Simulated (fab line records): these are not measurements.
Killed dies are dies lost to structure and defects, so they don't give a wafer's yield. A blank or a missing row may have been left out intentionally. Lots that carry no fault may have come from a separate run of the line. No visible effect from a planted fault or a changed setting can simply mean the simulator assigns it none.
Chamber matching / flow n5Finfet / rieDiel-05 running N5_BEOL_M11_DESCUM_33: 4 sister chambers
The step chemistry O2, time 7.9 s. 8 wafers are shown with their chamber, then 8 later ones without.

== WAFERS WITH THEIR CHAMBER ==
wafer=L426.3; chamber=1; drypumpMotorCurrentA (A)=5.6; showerheadPlenumPTorr (Torr)=2.02
wafer=L427.1; chamber=0; drypumpMotorCurrentA (A)=5.4; showerheadPlenumPTorr (Torr)=2.14
wafer=L427.2; chamber=1; drypumpMotorCurrentA (A)=5.6; showerheadPlenumPTorr (Torr)=2.01
wafer=L427.4; chamber=2; drypumpMotorCurrentA (A)=6.5; showerheadPlenumPTorr (Torr)=2.05
wafer=L429.1; chamber=0; drypumpMotorCurrentA (A)=5.4; showerheadPlenumPTorr (Torr)=2.14
wafer=L429.3; chamber=2; drypumpMotorCurrentA (A)=6.5; showerheadPlenumPTorr (Torr)=2.05
wafer=L429.5; chamber=3; drypumpMotorCurrentA (A)=6.4; showerheadPlenumPTorr (Torr)=2.01
wafer=L431.1; chamber=3; drypumpMotorCurrentA (A)=6.3; showerheadPlenumPTorr (Torr)=2.01

== WAFERS WHOSE CHAMBER IS MISSING ==
wafer=L431.5; drypumpMotorCurrentA (A)=6.5; showerheadPlenumPTorr (Torr)=2.05
wafer=L431.6; drypumpMotorCurrentA (A)=6.3; showerheadPlenumPTorr (Torr)=2.01
wafer=L433.1; drypumpMotorCurrentA (A)=5.4; showerheadPlenumPTorr (Torr)=2.14
wafer=L433.4; drypumpMotorCurrentA (A)=6.3; showerheadPlenumPTorr (Torr)=2.01
wafer=L433.5; drypumpMotorCurrentA (A)=5.6; showerheadPlenumPTorr (Torr)=2.01
wafer=L445.1; drypumpMotorCurrentA (A)=6.5; showerheadPlenumPTorr (Torr)=2.04
wafer=L445.2; drypumpMotorCurrentA (A)=5.4; showerheadPlenumPTorr (Torr)=2.13
wafer=L445.6; drypumpMotorCurrentA (A)=5.6; showerheadPlenumPTorr (Torr)=2.00

== WHICH CHAMBER EACH ONE RAN IN ==
wafer=L431.5; from the rows above=2; in truth=2
wafer=L431.6; from the rows above=3; in truth=3
wafer=L433.1; from the rows above=0; in truth=0
wafer=L433.4; from the rows above=3; in truth=3
wafer=L433.5; from the rows above=1; in truth=1
wafer=L445.1; from the rows above=2; in truth=2
wafer=L445.2; from the rows above=0; in truth=0
wafer=L445.6; from the rows above=1; in truth=1
8 of 8 placed correctly. Left unplaced by these rows: 0. Number placed wrongly: 0.
How it was worked out, from the rows above alone: a wafer's distance from a chamber is the root of the sum, over the readings, of the square of ((its reading less the chamber's mean) divided by the reading's scatter). If the next closest chamber is less than 2 further off than the closest, the wafer can't be placed; otherwise it belongs to the closest. The mean given for a chamber averages the wafers shown for that chamber. The scatter: the root of (the sum of the squares of (reading less its chamber's mean) over the shown wafers, divided by (wafers less chambers)).
